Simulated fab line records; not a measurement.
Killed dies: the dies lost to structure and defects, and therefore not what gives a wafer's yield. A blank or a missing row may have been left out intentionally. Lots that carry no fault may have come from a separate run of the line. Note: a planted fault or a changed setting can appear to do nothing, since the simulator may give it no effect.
Matching of chambers :: flow nand_harc :: NHARC_A_SLIT_ETCH_24 on rie_diel-07 has 4 sister chambers
The step etches the open film in CF4/CHF3, target depth 121 nm, time 60.5 s. 16 wafers are shown with their chamber, then 8 later ones without.

## EACH WAFER AND ITS CHAMBER
wafer: L074.1
chamber: 2
drypump_motor_current_A (A): 6.0
showerhead_plenum_p_Torr (Torr): 1.68
rf_vpp_V (V): 373.7

wafer: L074.5
chamber: 2
drypump_motor_current_A (A): 6.0
showerhead_plenum_p_Torr (Torr): 1.68
rf_vpp_V (V): 374.9

wafer: L074.6
chamber: 0
drypump_motor_current_A (A): 6.7
showerhead_plenum_p_Torr (Torr): 1.56
rf_vpp_V (V): 370.4

wafer: L079.1
chamber: 1
drypump_motor_current_A (A): 5.1
showerhead_plenum_p_Torr (Torr): 1.55
rf_vpp_V (V): 369.5

wafer: L079.2
chamber: 0
drypump_motor_current_A (A): 6.7
showerhead_plenum_p_Torr (Torr): 1.56
rf_vpp_V (V): 368.8

wafer: L079.3
chamber: 3
drypump_motor_current_A (A): 6.5
showerhead_plenum_p_Torr (Torr): 1.55
rf_vpp_V (V): 369.1

wafer: L086.2
chamber: 3
drypump_motor_current_A (A): 6.5
showerhead_plenum_p_Torr (Torr): 1.55
rf_vpp_V (V): 370.6

wafer: L086.5
chamber: 0
drypump_motor_current_A (A): 6.6
showerhead_plenum_p_Torr (Torr): 1.56
rf_vpp_V (V): 369.6

wafer: L086.6
chamber: 2
drypump_motor_current_A (A): 6.0
showerhead_plenum_p_Torr (Torr): 1.68
rf_vpp_V (V): 374.2

wafer: L087.3
chamber: 0
drypump_motor_current_A (A): 6.6
showerhead_plenum_p_Torr (Torr): 1.56
rf_vpp_V (V): 369.6

wafer: L087.5
chamber: 0
drypump_motor_current_A (A): 6.6
showerhead_plenum_p_Torr (Torr): 1.56
rf_vpp_V (V): 369.9

wafer: L087.6
chamber: 1
drypump_motor_current_A (A): 5.1
showerhead_plenum_p_Torr (Torr): 1.55
rf_vpp_V (V): 369.4

wafer: L088.1
chamber: 3
drypump_motor_current_A (A): 6.5
showerhead_plenum_p_Torr (Torr): 1.54
rf_vpp_V (V): 369.8

wafer: L088.3
chamber: 1
drypump_motor_current_A (A): 5.1
showerhead_plenum_p_Torr (Torr): 1.55
rf_vpp_V (V): 372.3

wafer: L088.6
chamber: 0
drypump_motor_current_A (A): 6.6
showerhead_plenum_p_Torr (Torr): 1.56
rf_vpp_V (V): 369.7

wafer: L090.2
chamber: 2
drypump_motor_current_A (A): 6.0
showerhead_plenum_p_Torr (Torr): 1.67
rf_vpp_V (V): 376.0

SIGNATURES, as means of the wafers listed above
reading: drypump_motor_current_A
chamber 0: 6.633
chamber 1: 5.100
chamber 2: 6.000
chamber 3: 6.500
scatter within a chamber: 0.0333

reading: showerhead_plenum_p_Torr
chamber 0: 1.5600
chamber 1: 1.5500
chamber 2: 1.6775
chamber 3: 1.5467
scatter within a chamber: 0.00344

reading: rf_vpp_V
chamber 0: 369.667
chamber 1: 370.400
chamber 2: 374.700
chamber 3: 369.833
scatter within a chamber: 0.952
Rule: a wafer lies at a distance from a chamber equal to the root of the sum of squares, over the readings, of (its reading less the chamber's mean, divided by the reading's scatter). If the next closest chamber is less than 2 further off than the closest, the wafer can't be placed; otherwise it belongs to the closest. The scatter is the square root of a quotient: the sum, over the shown wafers, of each reading's squared deviation from its chamber's mean, divided by wafers minus chambers.

## WAFERS WITH NO CHAMBER GIVEN
wafer: L090.3
drypump_motor_current_A (A): 6.7
showerhead_plenum_p_Torr (Torr): 1.56
rf_vpp_V (V): 369.7

wafer: L090.6
drypump_motor_current_A (A): 5.1
showerhead_plenum_p_Torr (Torr): 1.55
rf_vpp_V (V): 371.0

wafer: L092.1
drypump_motor_current_A (A): 5.1
showerhead_plenum_p_Torr (Torr): 1.55
rf_vpp_V (V): 369.8

wafer: L092.2
drypump_motor_current_A (A): 6.5
showerhead_plenum_p_Torr (Torr): 1.54
rf_vpp_V (V): 368.7

wafer: L092.5
drypump_motor_current_A (A): 5.1
showerhead_plenum_p_Torr (Torr): 1.55
rf_vpp_V (V): 370.1

wafer: L095.2
drypump_motor_current_A (A): 6.7
showerhead_plenum_p_Torr (Torr): 1.56
rf_vpp_V (V): 369.6

wafer: L095.4
drypump_motor_current_A (A): 6.7
showerhead_plenum_p_Torr (Torr): 1.56
rf_vpp_V (V): 370.0

wafer: L095.5
drypump_motor_current_A (A): 6.0
showerhead_plenum_p_Torr (Torr): 1.67
rf_vpp_V (V): 375.9

## WHICH CHAMBER EACH WENT THROUGH
wafer: L090.3
from the rows above: 0
in truth: 0

wafer: L090.6
from the rows above: 1
in truth: 1

wafer: L092.1
from the rows above: 1
in truth: 1

wafer: L092.2
from the rows above: 3
in truth: 3

wafer: L092.5
from the rows above: 1
in truth: 1

wafer: L095.2
from the rows above: 0
in truth: 0

wafer: L095.4
from the rows above: 0
in truth: 0

wafer: L095.5
from the rows above: 2
in truth: 2
8 of 8 placed correctly. Left unplaced by these rows: 0. Number placed wrongly: 0.
